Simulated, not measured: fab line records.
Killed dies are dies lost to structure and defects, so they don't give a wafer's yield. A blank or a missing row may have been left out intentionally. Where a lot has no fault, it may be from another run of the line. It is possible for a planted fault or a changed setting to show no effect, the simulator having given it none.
fab line records | flow nandHarc
record lots=7 | wafers=21 | lastDay=24
route steps=1159 shown A_WL_FILL@816
lots that met no fault: taken from a fault-free run of the same line
startH: hours from the record's first day to the start of the lot's first wafer shown | waitH: hours elapsed since this lot's preceding step | " identical to the entry in the row above | L1.1+2: several wafers, shown together as one row | - no value, or no start given | * or withheld: withheld | < > ~ a bound
route shown NAME@n: NAME is a module with steps in the file, n the number in the route of the first one | usual: mean/standard deviation taken from wafers without a fault | same: alike in all rows | chamber/n: place in a boat | sites: the reading at each site | _std_site: standard deviation across them | _edge_site: outer sites' mean less inner sites' | radiusMm: how far each site lies from the wafer's centre | mask NAME#n: copy n | behind: the most recent tool/chamber to have shaped the wafer | hold: the reason the lot was held/the length of the hold in hours/how it ended | device: transistor that didn't switch, given as n, p or np | end of line: tests of these same wafers at the route's end | for a step that has no rows: nothing shown but its recipe | killed: the dies lost at the first sort to structure and to defects; this is not the yield of the wafer | map: the dies of a wafer, with x for killed, . for not killed, _ for no die there
set.NAME: setting as actually run; set.NAME@STEP: the setting as run at that earlier step | model.NAME: the simulator's own value behind a step, which no gauge read
lots at some steps of the route; a table a step, a row a wafer
services: the hour from which a tool's chamber was out of use, counted from the record's first day as startH (under 0 if before that day), plus the number of hours and why
## steps
# step NHARC_A_WL_FILL_STRIP_27
# recipe powerW=1500 | tempC=250 | timeS=20 | chemistry=N2/H2
# usual drypumpMotorCurrentA=5.8/0.45 | heaterPowerW=306/27
lot.wafer | tool           | chamber | startH | waitH | drypumpMotorCurrentA | heaterPowerW | rfHoursCounterH
L356.2    | plasmaAsher-02 | 0       | 350.92 | 0.2   | 5.8                  | 275          | 55
L356.3    | "              | 0       | "      | "     | 5.8                  | 279          | -
L356.5    | "              | 0       | "      | "     | 5.8                  | 278          | -
L360.2    | plasmaAsher-02 | 0       | 372.21 | 0.1   | 5.8                  | 301          | 1
L360.1    | "              | 1       | "      | "     | 6.1                  | 367          | 1
L360.6    | "              | 1       | "      | "     | 6.1                  | 347          | -
L361.3    | plasmaAsher-02 | 0       | 381.37 | 0.3   | 5.8                  | 301          | -
L361.4    | "              | 1       | "      | "     | 6.1                  | 356          | -
L361.5    | "              | 0       | "      | "     | 5.7                  | 301          | -
L362.2    | plasmaAsher-01 | 1       | 393.07 | 0.2   | 5.1                  | 303          | 40
L362.4    | "              | 1       | "      | "     | 5.2                  | 310          | -
L362.3    | "              | 0       | "      | "     | 6.2                  | 286          | -
L376.2    | plasmaAsher-02 | 0       | 459.36 | 0.1   | 5.8                  | 294          | 32
L376.5    | "              | 0       | "      | "     | 5.8                  | 301          | -
L376.6    | "              | 1       | "      | "     | 6.1                  | 359          | -
L375.4    | plasmaAsher-01 | 1       | 464.28 | 0.2   | 5.2                  | 299          | -
L375.6    | "              | 0       | "      | "     | 6.3                  | 294          | -
L375.5    | "              | 1       | "      | "     | 5.1                  | 299          | -
L373.1    | plasmaAsher-02 | 0       | 465.26 | 0.2   | 5.8                  | 300          | 36
L373.3    | "              | 1       | "      | "     | 6.1                  | 350          | -
L373.5    | "              | 1       | "      | "     | 6.1                  | 364          | -
# step NHARC_A_WL_FILL_STRIP_28
# recipe timeS=1200 | tempC=72.5 | chemistry=postEtchResidueRemover
# step NHARC_A_WL_FILL_PRECLEAN_06
# recipe timeS=300 | chemistry=DIW
# step NHARC_A_WL_FILL_SRD_07
# step NHARC_A_WL_FILL_ANNEAL_08
# recipe tempC=450 | timeS=1800
# step NHARC_A_WL_FILL_ALD_10
# recipe targetThkA=500 | pulseTimeS=10 | aldCycles=500 | tempC=300 | material=SiO2
# usual heaterPowerW=468/44 | precursorPulseHeightRel=1.001/0.018
lot.wafer | tool     | chamber | startH | waitH | heaterPowerW | precursorPulseHeightRel
L356.2    | aldHk-02 | 2       | 353.33 | 0.1   | 498          | 1.014
L356.3    | "        | 3       | "      | "     | 407          | 0.998
L356.5    | "        | 2       | 355.41 | 2.1   | 480          | 0.991
L360.2    | aldHk-01 | 2       | 378.26 | 0.6   | 425          | 0.979
L360.1    | "        | 0       | 379.28 | 1.6   | 454          | 0.983
L360.6    | "        | 2       | 380.30 | 2.6   | 442          | 1.004
L361.4    | aldHk-02 | 2       | 387.62 | 1.1   | 488          | 0.973
L361.3    | "        | 3       | "      | "     | 413          | 0.994
L361.5    | "        | 0       | "      | "     | 539          | 1.001
L362.4    | aldHk-02 | 2       | 396.55 | 0.0   | 487          | 0.993
L362.3    | "        | 3       | "      | "     | 402          | 0.968
L362.2    | "        | 1       | 398.08 | 1.6   | 473          | 1.002
L376.2    | aldHk-01 | 0       | 465.11 | 0.6   | 449          | 0.997
L376.5    | "        | 3       | 466.65 | 2.1   | 501          | 1.003
L376.6    | "        | 0       | "      | "     | 450          | 1.020
L375.4    | aldHk-01 | 3       | 469.08 | 1.2   | 501          | 0.990
L375.5    | "        | 1       | 470.11 | 2.2   | 526          | 0.989
L375.6    | "        | 2       | "      | "     | 428          | 1.007
L373.3    | aldHk-04 | 3       | 471.56 | 3.6   | 401          | 1.001
L373.1    | "        | 1       | 472.60 | 4.7   | 420          | 1.024
L373.5    | "        | 2       | "      | "     | 516          | 1.018
# step NHARC_A_WL_FILL_ETCHBACK_16
# recipe targetDepthA=880 | timeS=17.6 | c4f8FlowSccm=withheld | o2FlowSccm=8 | arFlowSccm=withheld | rfW=600 | biasW=800 | chemistry=C4F8/O2/Ar
# usual oesProductAu=0.98/0.032 | rfVppV=722/4.4
lot.wafer | tool       | chamber | startH | waitH | oesProductAu | rfHoursCounterH | rfVppV
L356.2    | rieDiel-11 | 3       | -      | -     | 1.00         | 9.7             | 718
L356.3    | "          | 0       | "      | "     | 1.00         | 9.3             | 724
L356.5    | "          | 2       | "      | "     | 1.02         | -               | 729
L360.2    | rieDiel-13 | 2       | -      | -     | 0.99         | 2.2             | 718
L360.1    | "          | 3       | "      | "     | 0.99         | 2.1             | 724
L360.6    | "          | 2       | "      | "     | 0.99         | -               | 719
L361.4    | rieDiel-08 | 0       | -      | -     | 1.00         | 3.2             | 724
L361.3    | "          | 3       | "      | "     | 1.00         | 3.1             | 728
L361.5    | "          | 1       | "      | "     | 0.99         | -               | 717
L362.3    | rieDiel-08 | 2       | -      | -     | 0.99         | 3.8             | 728
L362.2    | "          | 3       | "      | "     | 1.00         | 3.7             | 728
L362.4    | "          | 1       | "      | "     | 0.99         | -               | 717
L376.2    | rieDiel-13 | 2       | -      | -     | 0.99         | 0.1             | 718
L376.6    | "          | 3       | "      | "     | 1.00         | -               | 725
L376.5    | "          | 0       | "      | "     | 1.01         | -               | 722
L375.4    | rieDiel-13 | 2       | -      | -     | 1.00         | 0.4             | 717
L375.5    | "          | 1       | "      | "     | 1.01         | -               | 717
L375.6    | "          | 2       | "      | "     | 1.01         | -               | 718
L373.3    | rieDiel-11 | 3       | -      | -     | 0.93         | 6.4             | 717
L373.1    | "          | 1       | "      | "     | 0.92         | 7.1             | 717
L373.5    | "          | 0       | "      | "     | 0.93         | -               | 724
# step NHARC_A_WL_FILL_STRIP_29
# recipe timeS=20 | o2FlowSccm=500 | arFlowSccm=0 | biasW=0 | chemistry=O2
# step NHARC_A_WL_FILL_ETCHBACK_17
# recipe targetDepthA=40 | timeS=26.7 | chemistry=Cl2/BCl3
# usual drypumpMotorCurrentA=6.1/0.57 | oesProductAu=1.000/0.0082
lot.wafer | tool        | chamber | startH | waitH | drypumpMotorCurrentA | oesProductAu | rfHoursCounterH
L356.2    | rieMetal-02 | 1       | 358.18 | -     | 5.8                  | 1.003        | 4.1
L356.3    | "           | 0       | "      | "     | 5.6                  | 1.001        | -
L356.5    | "           | 1       | "      | "     | 5.8                  | 0.999        | -
L360.1    | rieMetal-03 | 1       | 382.57 | -     | 6.7                  | 0.987        | 2.6
L360.2    | "           | 0       | "      | "     | 6.1                  | 1.008        | 2.6
L360.6    | "           | 1       | "      | "     | 6.7                  | 1.001        | -
L361.3    | rieMetal-01 | 1       | 391.51 | -     | 6.8                  | 0.982        | -
L361.4    | "           | 1       | "      | "     | 6.8                  | 1.003        | -
L361.5    | "           | 1       | "      | "     | 6.8                  | 0.997        | -
L362.2    | rieMetal-02 | 0       | 401.37 | -     | 5.6                  | 1.000        | 0
L362.3    | "           | 0       | "      | "     | 5.6                  | 1.010        | -
L362.4    | "           | 1       | "      | "     | 5.8                  | 0.980        | -
L376.2    | rieMetal-03 | 0       | 469.40 | -     | 6.1                  | 1.014        | 0.2
L376.6    | "           | 0       | "      | "     | 6.1                  | 1.009        | -
L376.5    | "           | 1       | "      | "     | 6.7                  | 1.005        | -
L375.4    | rieMetal-02 | 1       | 472.93 | -     | 5.8                  | 0.987        | -
L375.6    | "           | 0       | "      | "     | 5.6                  | 0.998        | -
L375.5    | "           | 1       | "      | "     | 5.8                  | 0.978        | -
L373.1    | rieMetal-03 | 0       | 475.91 | -     | 6.1                  | 1.012        | 0.6
L373.3    | "           | 1       | "      | "     | 6.7                  | 0.999        | -
L373.5    | "           | 1       | "      | "     | 6.7                  | 0.989        | -
# step NHARC_A_WL_FILL_PRECLEAN_18
# recipe timeS=30 | chemistry=dHF
# step NHARC_A_WL_FILL_SRD_21
# step NHARC_A_WL_FILL_CVD_23
# recipe targetThkA=400 | tempC=620 | pressureMtorr=200 | timeS=800 | material=poly-Si
# usual pressureMtorr=200.0/0.37 | runLengthS=801.8/0.69 | spikeTcCentreC=620.9/1.1 | spikeTcLowerC=620.4/1.1 | zonePowerUpperPct=8.2/0.5
lot.wafer | tool         | chamber | startH | waitH | pressureMtorr | runLengthS | spikeTcCentreC | spikeTcLowerC | zonePowerUpperPct
L356.2    | lpcvdPoly-03 | 0       | 360.81 | 2.4   | 199.6         | 802.9      | 621.7          | 620.9         | 7.6
L356.3    | "            | 0       | "      | "     | 199.8         | 802.9      | 621.9          | 619.9         | 7.6
L356.5    | "            | 0       | "      | "     | 199.6         | 802.9      | 621.9          | 620.0         | 7.5
L360.1    | lpcvdPoly-01 | -       | 385.38 | 2.6   | -             | -          | -              | -             | -
L360.2    | "            | -       | "      | "     | -             | -          | -              | -             | -
L360.6    | "            | -       | "      | "     | -             | -          | -              | -             | -
L361.3    | lpcvdPoly-02 | -       | 394.02 | 2.3   | -             | -          | -              | -             | -
L361.4    | "            | -       | "      | "     | -             | -          | -              | -             | -
L361.5    | "            | -       | "      | "     | -             | -          | -              | -             | -
L362.2    | lpcvdPoly-01 | -       | 404.19 | 2.6   | -             | -          | -              | -             | -
L362.3    | "            | -       | "      | "     | -             | -          | -              | -             | -
L362.4    | "            | -       | "      | "     | -             | -          | -              | -             | -
L376.2    | lpcvdPoly-02 | 0       | 471.87 | 2.3   | 200.5         | 802.1      | 621.6          | 620.6         | 8.1
L376.5    | "            | 0       | "      | "     | 200.0         | 802.1      | 621.2          | 620.0         | 8.2
L376.6    | "            | 0       | "      | "     | 199.9         | 802.1      | 622.0          | 621.6         | 8.1
L375.4    | lpcvdPoly-01 | 0       | 475.59 | 2.5   | 199.6         | 800.8      | 621.6          | 620.4         | 8.6
L375.5    | "            | 0       | "      | "     | 199.6         | 800.8      | 618.3          | 619.9         | 8.7
L375.6    | "            | 0       | "      | "     | 200.1         | 800.8      | 621.0          | 619.8         | 8.8
L373.1    | lpcvdPoly-01 | 0       | 478.70 | 2.6   | 199.8         | 801.1      | 620.4          | 620.7         | 8.9
L373.3    | "            | 0       | "      | "     | 199.6         | 801.1      | 621.9          | 620.2         | 8.9
L373.5    | "            | 0       | "      | "     | 199.8         | 801.1      | 620.5          | 620.3         | 8.8
# step NHARC_A_WL_FILL_ETCHBACK_26
# recipe targetDepthA=520 | timeS=13.3 | hbrFlowSccm=150 | rfW=350 | icpW=350 | biasW=60 | chemistry=HBr
# usual drypumpMotorCurrentA=5.6/0.33 | oesProductAu=1.001/0.007 | throttleValvePct=23.266/0.0095
lot.wafer | tool     | chamber | startH | waitH | drypumpMotorCurrentA | oesProductAu | rfHoursCounterH | throttleValvePct
L356.3    | rieSi-03 | 0       | 363.41 | 0.4   | 5.2                  | 1.001        | 0.1             | 23.252
L356.2    | "        | 1       | "      | "     | 5.9                  | 1.000        | 0.1             | 23.251
L356.5    | "        | 0       | "      | "     | 5.2                  | 0.994        | -               | 23.281
L360.1    | rieSi-01 | 1       | 387.95 | 0.4   | 5.3                  | 1.000        | 0.6             | 23.265
L360.2    | "        | 2       | "      | "     | 5.7                  | 0.988        | 0.6             | 23.281
L360.6    | "        | 1       | "      | "     | 5.3                  | 0.997        | -               | 23.274
L361.4    | rieSi-01 | 0       | 396.62 | 0.4   | 5.8                  | 1.023        | 0.6             | 23.265
L361.3    | "        | 1       | "      | "     | 5.3                  | 1.004        | 0.7             | 23.257
L361.5    | "        | 2       | "      | "     | 5.7                  | 1.007        | -               | 23.267
L362.2    | rieSi-02 | 3       | 406.76 | 0.4   | 5.2                  | 1.004        | 0.0             | 23.276
L362.3    | "        | 0       | "      | "     | 5.9                  | 1.007        | 0.0             | 23.267
L362.4    | "        | 2       | "      | "     | 5.6                  | 1.002        | 0.1             | 23.262
L376.2    | rieSi-03 | 2       | 474.44 | 0.4   | 6.0                  | 1.004        | 0.8             | 23.278
L376.5    | "        | 1       | "      | "     | 5.9                  | 0.997        | -               | 23.268
L376.6    | "        | 2       | "      | "     | 6.0                  | 1.008        | -               | 23.263
L375.4    | rieSi-02 | 3       | 478.20 | 0.4   | 5.1                  | 1.005        | 0.5             | 23.252
L375.5    | "        | 1       | "      | "     | 5.0                  | 1.003        | -               | 23.284
L375.6    | "        | 2       | "      | "     | 5.6                  | 1.001        | -               | 23.263
L373.1    | rieSi-02 | 2       | 481.28 | 0.4   | 5.6                  | 0.987        | 0.6             | 23.249
L373.3    | "        | 3       | "      | "     | 5.2                  | 0.992        | 0.5             | 23.260
L373.5    | "        | 2       | "      | "     | 5.6                  | 0.999        | -               | 23.280
## services
tool           | chamber | startH | hours | kind
rieSi-03       | -       | 332.00 | 9.0   | pm
lpcvdPoly-02   | -       | 346.71 | 4.5   | repair
rieSi-03       | -       | 350.66 | 0.2   | repair
plasmaAsher-02 | -       | 360.13 | 9.0   | pm
rieSi-02       | 3       | 360.31 | 5.4   | repair
rieMetal-02    | -       | 364.76 | 1.9   | repair
rieDiel-11     | -       | 366.50 | 9.0   | pm
rieMetal-03    | 1       | 386.02 | 10.0  | repair
rieMetal-02    | -       | 388.00 | 9.0   | pm
rieSi-02       | -       | 388.00 | 9.0   | pm
rieDiel-13     | 1       | 392.30 | 11.3  | repair
aldHk-01       | -       | 409.67 | 10.0  | pm
aldHk-02       | -       | 411.39 | 0.8   | repair
rieSi-02       | 0       | 435.66 | 2.0   | repair
aldHk-01       | -       | 444.88 | 4.1   | repair
rieMetal-02    | -       | 446.26 | 0.2   | repair
rieSi-02       | 2       | 447.99 | 4.3   | repair
rieSi-02       | -       | 448.53 | 0.6   | repair
rieMetal-03    | -       | 453.00 | 9.0   | pm
rieDiel-13     | -       | 453.12 | 9.0   | pm
rieMetal-02    | 1       | 454.08 | 13.8  | repair
rieSi-02       | -       | 458.61 | 0.6   | repair
aldHk-02       | -       | 471.29 | 10.0  | pm
rieSi-02       | -       | 474.32 | 0.3   | repair
## key
firstSign step=NHARC_A_WL_FILL_CVD_23 | reading=toolRecord | direction=missing
effect none on later readings
metAt NHARC_A_WL_FILL_CVD_23
struckWafers L360.1,L360.2,L360.6,L361.3,L361.4,L361.5,L362.2,L362.3,L362.4
testerLeftOut L360,L361,L362
fault kind=skippedStepWhole | tool=lpcvdPoly-01,lpcvdPoly-02 | chamber=- | onsetH=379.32 | steps=NHARC_A_WL_FILL_CVD_23 | scope=struckLotsOnly
# testerLeftOut: of these lots the tester's yield and bins aren't shown, on N5 and GAA mostly nor the transistor test; their killed dies are dies lost to structure and defects alone, not to doping, threshold or leakage, so they don't give the yield
